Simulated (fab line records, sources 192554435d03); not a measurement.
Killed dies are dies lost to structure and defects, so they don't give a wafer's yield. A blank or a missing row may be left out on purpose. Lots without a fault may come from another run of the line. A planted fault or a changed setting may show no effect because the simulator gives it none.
Which tool did it? | flow n5_finfet | 11 lots, 33 wafers sampled, at 2 steps of a route of 1938

WHAT THE GAUGES READ, wafer by wafer
N5_BEOL_M7_CD_MEAS_18: pitch 80 nm, target cd 40 nm.
lot  | measured     | on        | cd_nm (nm)
L699 | day 9 12:28  | cd_sem-03 | 39.0 39.8 40.3
L700 | day 9 18:26  | cd_sem-01 | 39.6 39.3 39.5
L704 | day 10 22:27 | cd_sem-02 | 39.9 40.2 40.1
L708 | day 12 03:11 | cd_sem-03 | 40.0 39.1 39.0
L709 | day 12 06:40 | cd_sem-03 | 39.2 39.7 40.5
L717 | day 14 00:08 | cd_sem-02 | 39.4 39.8 39.6
L718 | day 14 07:23 | cd_sem-02 | 40.7 39.9 40.3
L719 | day 14 17:53 | cd_sem-01 | 40.0 39.7 40.2
L722 | day 15 00:02 | cd_sem-01 | 39.9 40.5 40.7
L721 | day 15 04:31 | cd_sem-03 | 40.6 41.1 41.0
L720 | day 15 04:45 | cd_sem-02 | 40.8 40.6 41.2

WHICH TOOL RAN EACH LOT (tool, then ch and the chambers of the sampled wafers, then the start)
lot  | N5_BEOL_M7_STRIP_19
L699 | rie_diel-05 ch 2,3, day 9 12:23
L700 | rie_diel-01 ch 0,1,2, day 9 18:22
L704 | rie_diel-05 ch 0,3, day 10 22:22
L708 | rie_diel-05 ch 0,1,2, day 12 03:07
L709 | rie_diel-01 ch 1,3, day 12 06:35
L717 | rie_diel-04 ch 0,1,2, day 14 00:04
L718 | rie_diel-05 ch 0,1,3, day 14 07:19
L719 | rie_diel-01 ch 1,2,3, day 14 17:49
L722 | rie_diel-01 ch 0,1,3, day 14 23:58
L721 | rie_diel-05 ch 0,1,3, day 15 04:26
L720 | rie_diel-01 ch 0,2,3, day 15 04:41
- N5_BEOL_M7_STRIP_19: strips in O2.

THE ANSWER, worked out from the rows above alone
Rule: what is usual is taken from the lots themselves. Put in order of their means at a reading, lots are off if they are a third of the lots or fewer, leave a main group of 4 or more, and stand apart from it by a gap of 3 or more times the standard deviation of the main group's means; of several such gaps the widest counts. A main group whose means are all the same, to the digits that the tables above print for the reading, isn't used. A lot without any number at a reading at which 4 lots or more have one is off too. The other lots that the step has rows for count as sound.
No lot is off at any reading shown: from this, nothing can be told.

WHAT THE SIMULATOR HAD PUT IN
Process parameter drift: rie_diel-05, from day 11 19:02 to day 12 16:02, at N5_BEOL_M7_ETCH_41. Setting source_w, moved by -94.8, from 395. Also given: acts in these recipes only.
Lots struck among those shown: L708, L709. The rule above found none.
